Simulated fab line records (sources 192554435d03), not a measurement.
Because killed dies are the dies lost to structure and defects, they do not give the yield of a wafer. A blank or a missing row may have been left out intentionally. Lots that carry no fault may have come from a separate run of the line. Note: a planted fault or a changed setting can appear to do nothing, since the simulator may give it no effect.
Split-lot experiment    flow n5 finfet    39 wafers read across 7 lots, on a route 1938 steps long

THE SPLIT ITSELF
At N5_FIN_SAQP_ETCH_65 (etches SiO2 in CF4, target depth 4 nm, time 4.4 s), the setting time s was moved away from the recipe's 4.4 s on 12 of the 39 wafers read, by -53.8% to +50.6%. All remaining wafers had this setting at the recipe value.

Reading taken at the split's own step.

THE READING
etch.depth nm (the simulator's own value, which no gauge read), in nm, at N5_FIN_SAQP_ETCH_65 (etches SiO2 in CF4, target depth 4 nm, time 4.4 s). No usual value for it is given in the file. The 27 wafers here that ran the recipe average 3.995 nm, standard deviation 0.096 nm.

wafer   tool, chamber at the split  time s as run, s  against the recipe  etch.depth nm, nm  against lot-mates on the recipe
L079.1  rie si-04, 3                2.461             -44.1%              2.255              -1.700
L079.2  rie si-04, 1                2.461             -44.1%              2.153              -1.802
L079.3  rie si-04, 0                4.4               recipe              4.042              -
L079.4  rie si-04, 2                4.4               recipe              3.916              -
L079.5  rie si-04, 3                2.461             -44.1%              2.268              -1.687
L079.6  rie si-04, 2                4.4               recipe              3.908              -
L085.1  rie si-02, 3                4.4               recipe              3.998              -
L085.2  rie si-02, 2                2.032             -53.8%              1.884              -2.086
L085.3  rie si-02, 1                4.4               recipe              3.922              -
L085.4  rie si-02, 0                4.4               recipe              3.991              -
L085.5  rie si-02, 0                2.032             -53.8%              1.842              -2.128
L085.6  rie si-02, 3                2.032             -53.8%              1.857              -2.113
L088.1  rie si-02, 3                6.572             +49.4%              6.039              +1.997
L088.2  rie si-02, 1                6.572             +49.4%              5.875              +1.833
L088.3  rie si-02, 0                4.4               recipe              3.979              -
L088.4  rie si-02, 2                6.572             +49.4%              6.098              +2.056
L088.5  rie si-02, 3                4.4               recipe              4.042              -
L088.6  rie si-02, 2                4.4               recipe              4.106              -
L089.1  rie si-03, 2                4.4               recipe              3.98               -
L089.2  rie si-03, 1                4.4               recipe              4.136              -
L089.3  rie si-03, 0                4.4               recipe              4.165              -
L089.4  rie si-03, 3                4.4               recipe              3.847              -
L089.5  rie si-03, 3                4.4               recipe              3.877              -
L089.6  rie si-03, 2                4.4               recipe              3.97               -
L094.1  rie si-03, 3                6.626             +50.6%              5.854              +1.776
L094.2  rie si-03, 2                6.626             +50.6%              5.999              +1.921
L094.3  rie si-03, 0                4.4               recipe              4.166              -
L094.4  rie si-03, 1                4.4               recipe              4.102              -
L094.5  rie si-03, 3                6.626             +50.6%              5.835              +1.757
L094.6  rie si-03, 2                4.4               recipe              3.966              -
L096.4  rie si-04, 1                4.4               recipe              3.833              -
L096.5  rie si-04, 0                4.4               recipe              4.031              -
L096.6  rie si-04, 3                4.4               recipe              4.019              -
L097.1  rie si-04, 3                4.4               recipe              4.083              -
L097.2  rie si-04, 1                4.4               recipe              3.884              -
L097.3  rie si-04, 2                4.4               recipe              3.908              -
L097.4  rie si-04, 0                4.4               recipe              4.047              -
L097.5  rie si-04, 1                4.4               recipe              3.864              -
L097.6  rie si-04, 0                4.4               recipe              4.094              -

FIT RESULTS
A straight line over all 39 wafers: etch.depth nm changes by +0.0395 nm for each +1% of time s; r = +1.00; the points scatter about the line by 0.096 nm.
The same after taking each lot's own level away (the mean of its wafers on the recipe; 39 wafers): +0.0385 nm for each +1%; r = +1.00; scatter 0.094 nm.
That fit puts the effect of the largest move of time s on the reading at 2.1 nm.
Across the lots, their own levels run from 3.9553 to 4.0780 nm, a range of 1.3 times the standard deviation given above.
The two slopes agree, so the slope changes little with the lot-to-lot level.
Check: -2.08 nm against its lot-mates is what the line predicts for one of the wafers moved furthest among these (-53.8%) when that wafer is left out of the fit. It came out at -2.09 nm against them.

FILE'S OWN FIT
etch.depth nm changes by +0.0385 nm for each +1% of time s, r = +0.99.
